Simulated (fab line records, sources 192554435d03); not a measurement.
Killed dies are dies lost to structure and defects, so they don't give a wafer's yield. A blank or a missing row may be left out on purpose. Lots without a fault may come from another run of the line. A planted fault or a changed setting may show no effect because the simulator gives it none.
Split-lot experiment | flow n5_finfet | 7 lots, 21 wafers read, on a route of 1938 steps

THE SPLIT
At N5_BEOL_M3_TRENCH_ETCH_37 (etches SiOC in C4F6/O2, target depth 55.555 nm, time 29.2 s), the setting time_s was moved away from the recipe's 29.2 s on 7 of the 21 wafers read, by -15.1% to +15.4%. The other wafers ran this setting at the recipe's value.

FROM THE SPLIT TO THE READING: what the file shows between them, 2 steps
- N5_BEOL_M3_ETCH_41: etches SiCN in CH3F/O2, target depth 29.9 nm, time 52.5 s
- N5_BEOL_M3_STRIP_97: strips in N2/H2, time 10 s

THE READING
trench_depth_nm, in nm, at N5_BEOL_M3_OCD_MEAS_38. Fault-free wafers of this fab line usually give 55.8 nm, standard deviation 1.2 nm.

wafer  | tool, chamber at the split | time_s as run, s | against the recipe | trench_depth_nm, nm | against lot-mates on the recipe
L075.4 | rie_diel-01, 2             | 31               | +6.2%              | 57.5                | +1.3
L075.5 | rie_diel-01, 3             | 29.2             | recipe             | 56.2                | -
L075.6 | rie_diel-01, 0             | 31               | +6.2%              | 60.9                | +4.7
L076.2 | rie_diel-01, 3             | 33.7             | +15.4%             | 63.6                | +8.7
L076.3 | rie_diel-01, 1             | 29.2             | recipe             | 54.9                | -
L076.5 | rie_diel-01, 3             | 33.7             | +15.4%             | 64.3                | +9.4
L077.2 | rie_diel-06, 0             | 29.2             | recipe             | 56.0                | -
L077.3 | rie_diel-06, 2             | 29.2             | recipe             | 56.8                | -
L077.6 | rie_diel-06, 1             | 29.2             | recipe             | 54.3                | -
L080.2 | rie_diel-02, 1             | 29.2             | recipe             | 57.2                | -
L080.3 | rie_diel-02, 0             | 29.2             | recipe             | 53.7                | -
L080.5 | rie_diel-02, 3             | 29.2             | recipe             | 55.6                | -
L087.1 | rie_diel-01, 0             | 29.2             | recipe             | 57.0                | -
L087.3 | rie_diel-01, 2             | 29.2             | recipe             | 54.3                | -
L087.4 | rie_diel-01, 0             | 29.2             | recipe             | 56.9                | -
L092.4 | rie_diel-02, 2             | 24.78            | -15.1%             | 48.4                | -5.7
L092.5 | rie_diel-02, 1             | 24.78            | -15.1%             | 48.0                | -6.1
L092.6 | rie_diel-02, 0             | 29.2             | recipe             | 54.1                | -
L097.1 | rie_diel-01, 1             | 31.47            | +7.8%              | 62.0                | +6.8
L097.4 | rie_diel-01, 3             | 29.2             | recipe             | 55.1                | -
L097.6 | rie_diel-01, 3             | 29.2             | recipe             | 55.4                | -

THE FIT
A straight line over all 21 wafers: trench_depth_nm changes by +0.535 nm for each +1% of time_s; r = +0.95; the points scatter about the line by 1.3 nm.
The same after taking each lot's own level away (the mean of its wafers on the recipe; 21 wafers): +0.503 nm for each +1%; r = +0.94; scatter 1.3 nm.
On that fit, the largest move of time_s shifts the reading by 7.8 nm.
The lots' own levels span 54.10 to 56.20 nm, that is 1.8 times the standard deviation above.
So the lot-to-lot level changes the slope little: the two slopes agree.
Check: with one of the wafers moved furthest among these (+15.4%) left out of the fit, the line predicts +8 nm for it against its lot-mates. It came out at +8.7 nm against them.

OTHER SPLITS ON THESE WAFERS
These wafers also went through other splits before the reading. Each is held against what the fit with the lots' levels taken away leaves over:
other split on the same wafers            | wafers away from the commonest value | r with trench_depth_nm (lot level and that fit taken away)
N5_BEOL_M0_TRENCH_ETCH_107 target_depth_a | 7                                    | -0.15
N5_BEOL_M2_DESCUM_16 time_s               | 7                                    | -0.24
N5_BEOL_M2_COAT_67 spin_rpm               | 8                                    | +0.11

THE WHOLE CHAIN: every reading that the file lists as answering this split, in the file's order
step                      | what it does                                                | reading                                                                   | change (the file's fit)               | r (the file's)
N5_BEOL_M3_TRENCH_ETCH_37 | etches SiOC in C4F6/O2, target depth 55.555 nm, time 29.2 s | BEOL_M3.feature_depth_nm (the simulator's own value, which no gauge read) | +0.551 nm for each +1% of the setting | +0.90
N5_BEOL_M3_TRENCH_ETCH_37 | etches SiOC in C4F6/O2, target depth 55.555 nm, time 29.2 s | etch.depth_nm (the simulator's own value, which no gauge read)            | +0.542 nm for each +1% of the setting | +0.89
N5_BEOL_M3_OCD_MEAS_38    |                                                             | trench_depth_nm                                                           | +0.532 nm for each +1% of the setting | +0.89

THE FILE'S OWN FIT
trench_depth_nm changes by +0.532 nm for each +1% of time_s, r = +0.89.
